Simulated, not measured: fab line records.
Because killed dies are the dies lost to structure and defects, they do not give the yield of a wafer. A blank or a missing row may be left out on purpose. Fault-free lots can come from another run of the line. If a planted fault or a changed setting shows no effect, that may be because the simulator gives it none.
2 desks looking at one fault | flow n5_finfet | each desk has only its own numbers; what lay behind them comes last

## TOOL OWNER'S DESK, cvd_co-02
The tool's own readings at N5_BEOL_M7_CVD_78 (deposits Co from CCTBA/H2, target thk 2 nm, time 142.3 s): means of the sampled wafers that have a number, for each lot that ran on this tool. Any lot whose mean is over 4 standard deviations away from the usual mean is out of limits and marked OUT; that distance is given in the brackets.
Columns: A = run_length_s at N5_BEOL_M7_CVD_78, usual 165.1 s
lot  | first seen here | A
L210 | day 10 02:46    | 164.9
L212 | day 10 20:30    | 164.9
L211 | day 10 21:01    | 165.0
L215 | day 11 16:33    | 165.2
L217 | day 12 02:20    | 165.1
L216 | day 12 02:30    | 165.2
L221 | day 13 16:08    | 144.9 (-49) OUT
This desk's finding: out of limits on L221; first on L221, day 13 16:08 (run_length_s at N5_BEOL_M7_CVD_78). L210, L212, L211, L215, L217, L216: within limits.

## METROLOGY DESK
What the gauges read, lot by lot, whatever tool the lot ran on: means of the sampled wafers that have a number. Any lot whose mean is over 4 standard deviations away from the usual mean is out of limits and marked OUT; that distance is given in the brackets.
Columns: A = M7_THK at N5_BEOL_M7_THK_MEAS_53, usual 81.6 nm
lot  | first seen here | A
L205 | day 9 10:21     | 79.0
L207 | day 9 16:54     | 82.7
L209 | day 10 02:21    | 83.3
L210 | day 10 03:44    | 82.6
L212 | day 10 21:25    | 82.3
L211 | day 10 21:56    | 80.6
L215 | day 11 17:32    | 81.1
L217 | day 12 03:19    | 81.6
L216 | day 12 03:35    | 81.6
L221 | day 13 18:42    | 79.5
L228 | day 14 22:59    | 80.3
This desk's verdict: no lot among the 11 shows anything out of limits.

## BROUGHT TOGETHER
At day 13 16:08, on L221, the tool owner's desk was in a position to raise an alarm.
The metrology desk saw nothing out of limits.
The metrology desk has L221 on record, within its limits.
On cvd_co-02, each named lot ran N5_BEOL_M7_CVD_78.

## WHAT WAS PUT IN BY THE SIMULATOR
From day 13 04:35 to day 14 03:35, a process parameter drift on cvd_co-02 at N5_BEOL_M7_CVD_78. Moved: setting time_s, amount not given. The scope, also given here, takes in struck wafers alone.
Struck lots among those shown: L221.
Delay in hours, fault start to first out-of-limits reading, by desk: the tool owner's desk at 12.
